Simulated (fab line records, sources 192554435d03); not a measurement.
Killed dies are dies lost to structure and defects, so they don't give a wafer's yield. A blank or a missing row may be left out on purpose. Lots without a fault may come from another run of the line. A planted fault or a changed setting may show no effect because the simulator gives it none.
fab line records | flow n5_finfet | part 2 of 2: steps 4 to 6 of 6
record lots=22 wafers=66 last_day=18
route steps=1938 shown BEOL_M7@1310 BEOL_M8@1347 BEOL_M9@1414
lots that met no fault: from a run of the same line without faults
start_h: hours from the record's first day to the start of the lot's first wafer shown | wait_h: hours since the lot's step before | " the same as in the row above | L1.1+2: a row that stands for several wafers | - no value, or no start given | * or withheld: withheld | < > ~ a bound
route shown NAME@n: a module of which the file shows steps, and the number in the route of the first | usual: mean/standard deviation of fault-free wafers | same: alike in all rows | chamber/n: place in a boat | sites: the reading at each site | _std_site: their standard deviation | _edge_site: outer sites' mean less inner sites' | radius_mm: how far each site lies from the wafer's centre | mask NAME#n: copy n | behind: the tool/chamber that last shaped the wafer | hold: why the lot was held/for how many hours/how that ended | device: the transistor (n, p or np) that didn't switch | end of line: the same wafers' tests at the end of the route | a step without rows: its recipe alone | killed: dies lost to structure and defects at the first sort, not the wafer's yield | map: a wafer's dies, x killed, . not, _ none there
set.NAME: the setting as run; set.NAME@STEP: as run at that earlier step | model.NAME: the simulator's own value behind a step, which no gauge read
steps of the route over a sample of lots; a table a step, a row a wafer
services: from which hour (start_h, from the record's first day; less than 0 if before it) a tool's chamber was out of use, for how many hours, and why
## steps
# step N5_BEOL_M8_VIA_ETCH_34
# recipe chemistry=C4F6/O2 target=SiCOH_lowk target_depth_a=1255 mask_material=SOC taper_deg=4 time_s=50.5 ion_energy_ev=250 pressure_mtorr=30 source_w=345 bias_w=185 Ar_flow_sccm=300 C4F6_flow_sccm=10 O2_flow_sccm=10
# usual C4F6_flow_sccm=9.995/0.027 O2_flow_sccm=10.002/0.025 drypump_motor_current_A=5.7/0.4 mfc_ar_sccm=300.0/0.89 oes_product_au=0.82/0.098 rf_vpp_V=652/20 showerhead_plenum_p_Torr=2.85/0.11 throttle_valve_pct=20.73/0.23
# columns lot.wafer tool chamber start_h wait_h C4F6_flow_sccm O2_flow_sccm drypump_motor_current_A mfc_ar_sccm oes_product_au rf_hours_counter_h rf_vpp_V showerhead_plenum_p_Torr throttle_valve_pct
L074.3 rie_diel-04 0 193.40 0.0 10.000 10.027 5.6 299.8 0.85 56 670 3.00 20.81
L074.5 " 3 " " 9.982 10.030 6.0 299.0 0.93 - 674 2.80 20.53
L074.6 " 2 " " 9.963 10.043 5.3 300.2 0.68 - 647 2.80 21.15
L076.1 rie_diel-04 3 202.94 0.0 10.000 10.014 6.0 299.7 0.90 21 674 2.80 20.53
L076.4 " 0 " " 9.925 9.995 5.6 297.6 0.84 - 671 2.99 20.84
L076.6 " 2 " " 10.012 9.993 5.3 300.0 0.67 - 649 2.80 21.16
L075.2 rie_diel-05 0 206.32 0.0 10.001 9.980 5.1 299.2 0.93 17 619 2.93 20.48
L075.5 " 0 " " 10.002 9.964 5.1 299.8 0.92 - 617 2.93 20.49
L075.6 " 2 " " 9.964 9.982 5.5 300.9 0.72 - 664 2.59 20.65
L077.2 rie_diel-04 3 212.32 0.0 10.002 10.053 6.1 300.5 0.90 25 674 2.80 20.52
L077.3 " 2 " " 9.963 9.970 5.3 299.8 0.67 255 648 2.80 21.15
L077.4 " 0 " " 10.001 10.011 5.6 300.7 0.84 - 670 2.99 20.82
L079.1 rie_diel-02 2 231.04 0.0 9.996 9.996 5.6 299.5 0.96 0 634 2.79 20.65
L079.4 " 2 " " 9.946 9.987 5.6 300.0 0.97 - 632 2.79 20.65
L079.6 " 1 " " 9.994 9.986 5.9 301.0 0.88 - 681 2.88 20.43
L081.2 rie_diel-02 2 232.33 0.0 9.993 9.948 5.6 300.5 0.96 1 633 2.79 20.65
L081.4 " 1 " " 9.993 9.969 5.9 299.8 0.89 - 682 2.88 20.42
L081.6 " 0 " " 10.028 9.948 6.1 300.7 0.67 - 630 2.72 20.87
L080.1 rie_diel-05 1 238.66 0.0 10.014 10.036 6.1 299.8 0.73 181 666 2.93 20.95
L080.2 " 2 " " 10.064 10.011 5.5 300.9 0.71 195 665 2.59 20.69
L080.3 " 3 " " 10.049 9.999 5.6 299.2 0.89 38 647 2.81 21.22
L082.2 rie_diel-04 1 247.32 0.0 9.992 10.024 5.5 300.5 0.70 227 658 2.93 20.71
L082.3 " 0 " " 9.964 9.995 5.6 299.4 0.81 80 671 2.98 20.87
L082.6 " 3 " " 9.986 10.005 6.0 298.5 0.89 - 674 2.79 20.54
L083.1 rie_diel-04 1 257.54 0.0 10.012 10.006 5.5 299.3 0.69 230 655 2.93 20.73
L083.3 " 3 " " 10.023 10.010 6.0 299.7 0.88 44 674 2.79 20.55
L083.6 " 1 " " 10.026 10.055 5.5 300.6 0.69 - 656 2.93 20.71
L084.1 rie_diel-05 2 261.38 0.0 9.990 10.007 5.5 299.5 0.70 202 667 2.58 20.68
L084.2 " 3 " " 9.991 9.979 5.5 300.7 0.89 45 649 2.81 21.21
L084.5 " 3 " " 9.965 9.957 5.5 298.2 0.89 - 646 2.81 21.22
L086.2 rie_diel-02 2 271.30 0.0 10.057 10.034 5.6 300.1 0.91 15 632 2.79 20.67
L086.4 " 1 " " 10.018 10.008 5.9 298.9 0.86 45 683 2.87 20.44
L086.6 " 3 " " 10.006 9.969 6.6 301.1 0.66 - 646 2.83 20.83
L085.4 rie_diel-05 1 275.49 0.0 9.990 10.009 6.2 299.4 0.72 191 667 2.93 20.97
L085.5 " 1 " " 10.009 9.989 6.2 299.0 0.72 - 667 2.93 20.97
L085.6 " 0 " " 9.994 10.019 5.1 298.8 0.88 - 617 2.92 20.52
L088.1 rie_diel-02 2 275.65 0.0 9.970 10.005 5.6 300.9 0.90 16 632 2.79 20.67
L088.2 " 3 " " 10.014 9.996 6.6 299.3 0.66 242 646 2.83 20.83
L088.3 " 1 " " 9.957 10.028 5.9 300.4 0.86 46 682 2.87 20.45
L087.1 rie_diel-04 2 281.20 0.0 10.012 10.011 5.3 300.9 0.93 11 648 2.79 20.79
L087.2 " 3 " " 9.961 9.975 6.1 302.1 0.87 54 674 2.79 20.57
L087.3 " 1 " " 10.012 9.981 5.4 299.7 0.69 239 656 2.93 20.73
L089.1 rie_diel-02 3 287.72 0.0 9.941 10.016 6.6 299.0 0.64 247 646 2.83 20.84
L089.3 " 1 " " 10.019 9.981 5.9 301.5 0.84 52 682 2.87 20.43
L089.4 " 3 " " 10.011 9.981 6.6 300.7 0.65 - 645 2.83 20.85
L091.3 rie_diel-02 0 303.09 0.0 10.009 10.011 6.1 299.7 0.95 7 642 3.05 20.52
L091.4 " 0 " " 9.954 10.020 6.1 300.1 0.95 - 640 3.05 20.52
L091.6 " 2 " " 10.000 10.014 5.6 299.7 0.87 - 633 2.78 20.71
L090.2 rie_diel-02 2 315.32 0.0 10.018 9.999 5.6 301.2 0.86 37 631 2.78 20.70
L090.3 " 0 " " 9.945 10.030 6.1 298.5 0.93 13 640 3.05 20.54
L090.5 " 1 " " 9.994 10.002 5.9 300.2 0.82 - 682 2.86 20.48
L093.1 rie_diel-05 3 315.36 0.0 9.953 9.941 5.5 301.6 0.88 58 647 2.81 21.23
L093.4 " 0 " " 10.024 9.987 5.1 300.6 0.86 50 618 2.92 20.54
L093.6 " 0 " " 10.044 9.989 5.1 300.6 0.86 - 615 2.92 20.55
L092.2 rie_diel-05 1 325.27 0.0 10.001 9.962 6.2 300.6 0.72 203 667 2.92 20.98
L092.4 " 3 " " 10.016 10.002 5.5 301.3 0.86 61 648 2.80 21.24
L092.6 " 1 " " 9.979 9.992 6.2 301.6 0.71 - 665 2.92 20.98
L094.1 rie_diel-02 2 333.72 0.0 9.990 9.975 5.6 301.8 0.86 42 632 2.77 20.72
L094.2 " 1 " " 9.958 9.999 5.9 299.5 0.82 73 681 2.86 20.47
L094.3 " 3 " " 9.976 10.022 6.5 298.8 0.96 7 644 2.82 20.53
L096.2 rie_diel-04 1 336.48 0.0 9.996 9.989 5.4 300.8 0.95 7 656 2.92 20.43
L096.3 " 2 " " 9.978 9.963 5.3 299.7 0.88 36 648 2.78 20.81
L096.5 " 2 " " 9.973 9.929 5.3 299.1 0.89 - 648 2.78 20.81
L095.3 rie_diel-05 2 338.04 0.0 10.004 10.014 5.4 300.4 0.70 223 664 2.57 20.72
L095.5 " 0 " " 9.996 9.974 5.1 300.8 0.86 - 617 2.91 20.56
L095.6 " 3 " " 9.957 10.006 5.6 299.6 0.86 - 647 2.80 21.24
# step N5_BEOL_M8_CURE_75
# recipe temp_c=370 time_s=120 ambient=DMADMS/He material=SiCOH_lowk
# usual lamp_power_pct=52.31/0.049 wafer_temp_C_max=371.5/0.55
# columns lot.wafer tool chamber start_h wait_h lamp_power_pct wafer_temp_C_max
L074.3 uv_cure-02 1 193.95 0.1 52.33 371.2
L074.5 " 1 " " 52.32 371.0
L074.6 " 1 " " 52.31 371.1
L076.1 uv_cure-03 2 203.38 0.0 52.31 372.3
L076.4 " 2 " " 52.32 372.8
L076.6 " 2 " " 52.32 372.1
L075.2 uv_cure-02 0 206.94 0.2 52.26 371.8
L075.5 " 0 " " 52.36 372.2
L075.6 " 0 " " 52.41 371.5
L077.2 uv_cure-03 1 212.82 0.1 52.30 373.3
L077.3 " 1 " " 52.29 372.5
L077.4 " 1 " " 52.27 372.8
L079.1 uv_cure-02 1 231.49 0.0 52.34 371.3
L079.4 " 1 " " 52.30 370.6
L079.6 " 1 " " 52.39 371.3
L081.2 uv_cure-03 0 232.87 0.1 52.37 370.8
L081.4 " 0 " " 52.45 371.7
L081.6 " 0 " " 52.41 371.4
L080.1 uv_cure-01 0 239.10 0.0 52.34 371.1
L080.2 " 0 " " 52.29 370.9
L080.3 " 0 " " 52.22 371.2
L082.2 uv_cure-01 2 247.81 0.1 52.36 372.2
L082.3 " 2 " " 52.25 371.3
L082.6 " 2 " " 52.32 370.6
L083.1 uv_cure-02 0 257.99 0.0 52.28 372.0
L083.3 " 0 " " 52.38 371.8
L083.6 " 0 " " 52.32 371.7
L084.1 uv_cure-03 0 261.83 0.0 52.26 371.1
L084.2 " 0 " " 52.36 371.0
L084.5 " 0 " " 52.32 371.1
L086.2 uv_cure-03 1 271.79 0.1 52.31 372.2
L086.4 " 1 " " 52.30 372.0
L086.6 " 1 " " 52.24 372.2
L085.4 uv_cure-02 0 276.12 0.2 52.38 371.1
L085.5 " 0 " " 52.36 371.6
L085.6 " 0 " " 52.35 372.0
L088.1 uv_cure-02 0 276.27 0.2 52.21 372.0
L088.2 " 0 " " 52.37 371.4
L088.3 " 0 " " 52.21 371.1
L087.1 uv_cure-01 1 281.65 0.0 52.27 371.2
L087.2 " 1 " " 52.39 372.0
L087.3 " 1 " " 52.30 371.9
L089.1 uv_cure-03 0 288.16 0.0 52.29 371.7
L089.3 " 0 " " 52.23 371.5
L089.4 " 0 " " 52.29 371.4
L091.3 uv_cure-01 1 303.63 0.1 52.33 371.4
L091.4 " 1 " " 52.26 371.8
L091.6 " 1 " " 52.28 371.7
L090.2 uv_cure-02 1 316.02 0.3 52.36 370.6
L090.3 " 1 " " 52.26 371.0
L090.5 " 1 " " 52.29 371.0
L093.1 uv_cure-03 0 316.05 0.3 52.28 371.5
L093.4 " 0 " " 52.29 371.1
L093.6 " 0 " " 52.37 371.6
L092.2 uv_cure-03 2 325.79 0.1 52.34 373.0
L092.4 " 2 " " 52.22 371.7
L092.6 " 2 " " 52.33 372.4
L094.1 uv_cure-01 2 334.16 0.0 52.33 371.3
L094.2 " 2 " " 52.28 371.7
L094.3 " 2 " " 52.23 371.1
L096.2 uv_cure-01 0 336.97 0.1 52.31 370.8
L096.3 " 0 " " 52.28 371.5
L096.5 " 0 " " 52.33 370.5
L095.3 uv_cure-03 0 338.59 0.1 52.20 371.8
L095.5 " 0 " " 52.26 370.7
L095.6 " 0 " " 52.26 371.0
# step N5_BEOL_M9_CD_MEAS_11
# recipe target_cd_nm=64.1 landing_energy_ev=500 detector=se_inlens polarity=opening
# usual cd_nm=64.2/0.85
# columns lot.wafer tool chamber start_h wait_h cd_nm
L074.3 cd_sem-02 0 198.08 - 65.5
L074.5 " 0 " " 65.1
L074.6 " 0 " " 64.7
L076.1 cd_sem-01 0 207.47 - 65.2
L076.4 " 0 " " 64.8
L076.6 " 0 " " 64.5
L075.2 cd_sem-03 0 212.15 - 64.3
L075.5 " 0 " " 65.0
L075.6 " 0 " " 65.0
L077.2 cd_sem-03 0 219.20 - 64.1
L077.3 " 0 " " 63.2
L077.4 " 0 " " 64.5
L079.1 cd_sem-01 0 236.40 - 63.3
L079.4 " 0 " " 64.9
L079.6 " 0 " " 63.0
L081.2 cd_sem-03 0 238.60 - 64.0
L081.4 " 0 " " 63.2
L081.6 " 0 " " 62.8
L080.1 cd_sem-01 0 246.44 - 64.5
L080.2 " 0 " " 63.5
L080.3 " 0 " " 65.2
L082.2 cd_sem-02 0 256.54 - 64.6
L082.3 " 0 " " 64.3
L082.6 " 0 " " 64.2
L083.1 cd_sem-01 0 262.78 - 64.4
L083.3 " 0 " " 65.0
L083.6 " 0 " " 63.0
L084.1 cd_sem-02 0 266.93 - 64.4
L084.2 " 0 " " 64.8
L084.5 " 0 " " 64.8
L086.2 cd_sem-03 0 276.12 - 64.3
L086.4 " 0 " " 64.6
L086.6 " 0 " " 63.8
L085.4 cd_sem-03 0 282.66 - 64.0
L085.5 " 0 " " 65.3
L085.6 " 0 " " 65.5
L088.1 cd_sem-01 0 282.69 - 62.6
L088.2 " 0 " " 62.6
L088.3 " 0 " " 63.9
L087.1 cd_sem-02 0 286.17 - 64.7
L087.2 " 0 " " 65.0
L087.3 " 0 " " 65.3
L089.1 cd_sem-03 0 292.98 - 64.5
L089.3 " 0 " " 63.7
L089.4 " 0 " " 64.7
L091.3 cd_sem-01 0 309.13 - 63.9
L091.4 " 0 " " 63.5
L091.6 " 0 " " 64.6
L090.2 cd_sem-01 0 323.35 - 64.7
L090.3 " 0 " " 65.4
L090.5 " 0 " " 63.7
L093.1 cd_sem-03 0 323.52 - 63.2
L093.4 " 0 " " 64.3
L093.6 " 0 " " 63.9
L092.2 cd_sem-03 0 330.53 - 62.9
L092.4 " 0 " " 64.2
L092.6 " 0 " " 62.8
L094.1 cd_sem-02 0 339.88 - 64.7
L094.2 " 0 " " 65.7
L094.3 " 0 " " 64.7
L096.2 cd_sem-02 0 342.68 - 65.7
L096.3 " 0 " " 65.0
L096.5 " 0 " " 64.7
L095.3 cd_sem-02 0 343.28 - 64.1
L095.5 " 0 " " 64.4
L095.6 " 0 " " 63.5
## services
# columns tool chamber start_h hours kind
rie_diel-05 - 164.14 0.3 repair
rie_diel-05 - 171.64 2.2 repair
rie_diel-02 3 173.21 5.4 repair
rie_diel-04 1 175.48 62.1 repair
uv_cure-02 - 181.11 2.1 pm
uv_cure-02 - 187.43 5.1 repair
rie_diel-06 - 199.41 3.9 repair
uv_cure-01 - 201.01 7.5 pm
rie_diel-05 3 201.47 13.7 repair
rie_diel-01 3 207.40 19.4 repair
uv_cure-03 - 217.24 7.5 pm
rie_diel-05 2 219.41 2.6 repair
rie_diel-02 3 230.91 5.1 repair
uv_cure-02 - 241.18 2.8 pm
uv_cure-01 - 241.66 2.1 pm
uv_cure-01 - 261.58 15.1 repair
rie_diel-05 - 291.28 14.6 pm
rie_diel-01 1 293.98 4.3 repair
uv_cure-01 - 296.75 2.6 repair
rie_diel-03 - 297.78 2.8 pm
rie_diel-04 3 317.19 18.4 repair
uv_cure-03 - 319.69 1.0 pm
uv_cure-02 - 320.20 7.5 pm
rie_diel-02 2 328.01 2.4 repair
